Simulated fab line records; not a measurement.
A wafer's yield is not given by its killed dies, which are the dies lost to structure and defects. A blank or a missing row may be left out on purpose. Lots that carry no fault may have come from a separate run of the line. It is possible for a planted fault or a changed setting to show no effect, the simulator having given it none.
What tool caused it? / flow n5-finfet / Sampling: 12 lots, 34 wafers, 4 of 1938 route steps

## WHAT THE GAUGES SHOWED, per wafer
N5_PASSIVATION_OVL_MEAS_66.
lot=L351; measured=day 12 06:29; on=overlay-02; PASS_OPEN_OVL (nm)=4 4 3
lot=L352; measured=day 12 11:42; on=overlay-01; PASS_OPEN_OVL (nm)=2 -2 -6
lot=L353; measured=day 12 12:10; on=overlay-01; PASS_OPEN_OVL (nm)=-1 -1 -1
lot=L357; measured=day 14 12:01; on=overlay-01; PASS_OPEN_OVL (nm)=-5 4
lot=L358; measured=day 14 04:01; on=overlay-02; PASS_OPEN_OVL (nm)=1 3 3
lot=L359; measured=day 14 04:47; on=overlay-02; PASS_OPEN_OVL (nm)=-14 -10
lot=L360; measured=day 14 16:10; on=overlay-02; PASS_OPEN_OVL (nm)=9 5 8
lot=L363; measured=day 15 00:43; on=overlay-01; PASS_OPEN_OVL (nm)=-6 -6 -5
lot=L366; measured=day 15 23:35; on=overlay-01; PASS_OPEN_OVL (nm)=-11 -13 -14
lot=L371; measured=day 17 04:49; on=overlay-01; PASS_OPEN_OVL (nm)=2 -8 -4
lot=L372; measured=day 17 08:15; on=overlay-01; PASS_OPEN_OVL (nm)=1 1 -7
lot=L373; measured=day 18 01:49; on=overlay-01; PASS_OPEN_OVL (nm)=2 -3 4

## EACH LOT AND THE TOOL THAT RAN IT (in order: tool; ch and the chambers of the sampled wafers; start)
lot=L351; N5_ILD0_ALD_15=ald-sin-04 ch 0,1,2, day 3 14:25; N5_PASSIVATION_PASS_ETCH_74=rie-diel-01 ch 0,1,3, day 12 03:28; N5_PASSIVATION_PRE_CLEAN_19=pvd-sputter-03, day 12 04:07
lot=L352; N5_ILD0_ALD_15=ald-sin-02 ch 0,2,3, day 3 21:00; N5_PASSIVATION_PASS_ETCH_74=rie-diel-05 ch 1,2, day 12 06:36; N5_PASSIVATION_PRE_CLEAN_19=pvd-sputter-01, day 12 09:02
lot=L353; N5_ILD0_ALD_15=ald-sin-01 ch 0,2, day 4 01:20; N5_PASSIVATION_PASS_ETCH_74=rie-diel-05 ch 0,1, day 12 08:41; N5_PASSIVATION_PRE_CLEAN_19=pvd-sputter-02, day 12 09:45
lot=L357; N5_ILD0_ALD_15=ald-sin-04 ch 0,3, day 5 08:04; N5_PASSIVATION_PASS_ETCH_74=rie-diel-05 ch 0,1, day 14 08:49; N5_PASSIVATION_PRE_CLEAN_19=pvd-sputter-03, day 14 09:29
lot=L358; N5_ILD0_ALD_15=ald-sin-04 ch 2,3, day 5 11:12; N5_PASSIVATION_PASS_ETCH_74=rie-diel-05 ch 0,1,2, day 14 00:23; N5_PASSIVATION_PRE_CLEAN_19=pvd-sputter-02, day 14 01:27
lot=L359; N5_ILD0_ALD_15=ald-sin-01 ch 2,3, day 5 15:17; N5_PASSIVATION_PASS_ETCH_74=rie-diel-06 ch 2,3, day 14 01:37; N5_PASSIVATION_PRE_CLEAN_19=pvd-sputter-01, day 14 02:24
lot=L360; N5_ILD0_ALD_15=ald-sin-02 ch 1,2,3, day 5 20:25; N5_PASSIVATION_PASS_ETCH_74=rie-diel-05 ch 0,1,2, day 14 12:41; N5_PASSIVATION_PRE_CLEAN_19=pvd-sputter-01, day 14 13:32
lot=L363; N5_ILD0_ALD_15=ald-sin-01 ch 1,2,3, day 6 16:11; N5_PASSIVATION_PASS_ETCH_74=rie-diel-01 ch 0,1, day 14 21:17; N5_PASSIVATION_PRE_CLEAN_19=pvd-sputter-03, day 14 22:16
lot=L366; N5_ILD0_ALD_15=ald-sin-01 ch 0,1,3, day 7 09:53; N5_PASSIVATION_PASS_ETCH_74=rie-diel-01 ch 0,1,2, day 15 20:02; N5_PASSIVATION_PRE_CLEAN_19=pvd-sputter-02, day 15 21:01
lot=L371; N5_ILD0_ALD_15=ald-sin-02 ch 1,2, day 8 18:28; N5_PASSIVATION_PASS_ETCH_74=rie-diel-01 ch 1,3, day 17 01:44; N5_PASSIVATION_PRE_CLEAN_19=pvd-sputter-02, day 17 02:19
lot=L372; N5_ILD0_ALD_15=ald-sin-04 ch 1,2, day 8 20:53; N5_PASSIVATION_PASS_ETCH_74=rie-diel-06 ch 0,3, day 17 04:22; N5_PASSIVATION_PRE_CLEAN_19=pvd-sputter-03, day 17 05:04
lot=L373; N5_ILD0_ALD_15=ald-sin-04 ch 0,2,3, day 9 04:52; N5_PASSIVATION_PASS_ETCH_74=rie-diel-06 ch 1,3, day 17 22:26; N5_PASSIVATION_PRE_CLEAN_19=pvd-sputter-03, day 17 23:25
- N5_ILD0_ALD_15: deposits SiNx, target thk 24 nm, pulse time 1 s, ald cycles 480.
- N5_PASSIVATION_PASS_ETCH_74: etches SiNx in CF4/O2, target depth 220 nm, time 110 s.
- N5_PASSIVATION_PRE_CLEAN_19

## WHAT THE TOOLS THEMSELVES READ (means of the sampled wafers that have a number; where no wafer has one, the mark that the record gives instead)
N5_ILD0_ALD_15.
lot=L351; tool=ald-sin-04; heater-power-w (W)=880; precursor-pulse-height-rel=1.008
lot=L352; tool=ald-sin-02; heater-power-w (W)=758; precursor-pulse-height-rel=0.984
lot=L353; tool=ald-sin-01; heater-power-w (W)=969; precursor-pulse-height-rel=0.998
lot=L357; tool=ald-sin-04; heater-power-w (W)=827; precursor-pulse-height-rel=1.009
lot=L358; tool=ald-sin-04; heater-power-w (W)=818; precursor-pulse-height-rel=0.998
lot=L359; tool=ald-sin-01; heater-power-w (W)=943; precursor-pulse-height-rel=0.994
lot=L360; tool=ald-sin-02; heater-power-w (W)=833; precursor-pulse-height-rel=1.012
lot=L363; tool=ald-sin-01; heater-power-w (W)=933; precursor-pulse-height-rel=0.986
lot=L366; tool=ald-sin-01; heater-power-w (W)=859; precursor-pulse-height-rel=1.006
lot=L371; tool=ald-sin-02; heater-power-w (W)=807; precursor-pulse-height-rel=1.001
lot=L372; tool=ald-sin-04; heater-power-w (W)=895; precursor-pulse-height-rel=1.001
lot=L373; tool=ald-sin-04; heater-power-w (W)=870; precursor-pulse-height-rel=0.994

N5_PASSIVATION_PASS_ETCH_74.
lot=L351; tool=rie-diel-01; drypump-motor-current-A (A)=5.9; oes_o_777_au (a.u.)=0.85; oes-product-au (a.u.)=0.84; rf-vpp-V (V)=242; showerhead-plenum-p-Torr (Torr)=2.25; throttle-valve-pct (%)=15.94
lot=L352; tool=rie-diel-05; drypump-motor-current-A (A)=5.4; oes_o_777_au (a.u.)=0.80; oes-product-au (a.u.)=0.81; rf-vpp-V (V)=247; showerhead-plenum-p-Torr (Torr)=2.22; throttle-valve-pct (%)=15.84
lot=L353; tool=rie-diel-05; drypump-motor-current-A (A)=5.8; oes_o_777_au (a.u.)=0.75; oes-product-au (a.u.)=0.76; rf-vpp-V (V)=245; showerhead-plenum-p-Torr (Torr)=2.26; throttle-valve-pct (%)=15.91
lot=L357; tool=rie-diel-05; drypump-motor-current-A (A)=5.7; oes_o_777_au (a.u.)=0.74; oes-product-au (a.u.)=0.76; rf-vpp-V (V)=246; showerhead-plenum-p-Torr (Torr)=2.25; throttle-valve-pct (%)=15.89
lot=L358; tool=rie-diel-05; drypump-motor-current-A (A)=5.6; oes_o_777_au (a.u.)=0.77; oes-product-au (a.u.)=0.77; rf-vpp-V (V)=245; showerhead-plenum-p-Torr (Torr)=2.24; throttle-valve-pct (%)=15.93
lot=L359; tool=rie-diel-06; drypump-motor-current-A (A)=5.4; oes_o_777_au (a.u.)=0.74; oes-product-au (a.u.)=0.74; rf-vpp-V (V)=236; showerhead-plenum-p-Torr (Torr)=2.16; throttle-valve-pct (%)=16.12
lot=L360; tool=rie-diel-05; drypump-motor-current-A (A)=5.6; oes_o_777_au (a.u.)=0.76; oes-product-au (a.u.)=0.77; rf-vpp-V (V)=245; showerhead-plenum-p-Torr (Torr)=2.24; throttle-valve-pct (%)=15.94
lot=L363; tool=rie-diel-01; drypump-motor-current-A (A)=6.0; oes_o_777_au (a.u.)=0.89; oes-product-au (a.u.)=0.87; rf-vpp-V (V)=240; showerhead-plenum-p-Torr (Torr)=2.24; throttle-valve-pct (%)=16.00
lot=L366; tool=rie-diel-01; drypump-motor-current-A (A)=5.8; oes_o_777_au (a.u.)=0.88; oes-product-au (a.u.)=0.86; rf-vpp-V (V)=240; showerhead-plenum-p-Torr (Torr)=2.21; throttle-valve-pct (%)=15.91
lot=L371; tool=rie-diel-01; drypump-motor-current-A (A)=5.8; oes_o_777_au (a.u.)=0.89; oes-product-au (a.u.)=0.92; rf-vpp-V (V)=244; showerhead-plenum-p-Torr (Torr)=2.25; throttle-valve-pct (%)=15.66
lot=L372; tool=rie-diel-06; drypump-motor-current-A (A)=5.6; oes_o_777_au (a.u.)=0.70; oes-product-au (a.u.)=0.71; rf-vpp-V (V)=238; showerhead-plenum-p-Torr (Torr)=2.22; throttle-valve-pct (%)=16.12
lot=L373; tool=rie-diel-06; drypump-motor-current-A (A)=5.3; oes_o_777_au (a.u.)=0.79; oes-product-au (a.u.)=0.79; rf-vpp-V (V)=237; showerhead-plenum-p-Torr (Torr)=2.17; throttle-valve-pct (%)=15.97

N5_PASSIVATION_PRE_CLEAN_19.
lot=L351; tool=pvd-sputter-03; heater-power-w (W)=465
lot=L352; tool=pvd-sputter-01; heater-power-w (W)=391
lot=L353; tool=pvd-sputter-02; heater-power-w (W)=471
lot=L357; tool=pvd-sputter-03; heater-power-w (W)=549
lot=L358; tool=pvd-sputter-02; heater-power-w (W)=507
lot=L359; tool=pvd-sputter-01; heater-power-w (W)=408
lot=L360; tool=pvd-sputter-01; heater-power-w (W)=397
lot=L363; tool=pvd-sputter-03; heater-power-w (W)=491
lot=L366; tool=pvd-sputter-02; heater-power-w (W)=460
lot=L371; tool=pvd-sputter-02; heater-power-w (W)=476
lot=L372; tool=pvd-sputter-03; heater-power-w (W)=493
lot=L373; tool=pvd-sputter-03; heater-power-w (W)=429

## THE ANSWER, worked out from the rows above alone
Rule: the usual values come from the lots themselves. Put in order of their means at a reading, lots are off if they are a third of the lots or fewer, leave a main group of 4 or more, and stand apart from it by a gap of 3 or more times the standard deviation of the main group's means; of several such gaps the widest counts. The tables above print the reading to a certain number of digits; a main group whose means all agree to those digits is not used. Also off: a lot with no number at a reading for which 4 or more lots have one. Any other lot the step has rows for is counted as sound. Order of review: gauges by route order, followed by the tools' own readings, for which a lot's mean as printed above is used. The first step at which some lot is off is used, and at that step the reading that is off furthest; a lot without a number counts as furthest.
No lot is off at any reading shown: from this, nothing can be told.

## WHAT THE SIMULATOR PUT IN
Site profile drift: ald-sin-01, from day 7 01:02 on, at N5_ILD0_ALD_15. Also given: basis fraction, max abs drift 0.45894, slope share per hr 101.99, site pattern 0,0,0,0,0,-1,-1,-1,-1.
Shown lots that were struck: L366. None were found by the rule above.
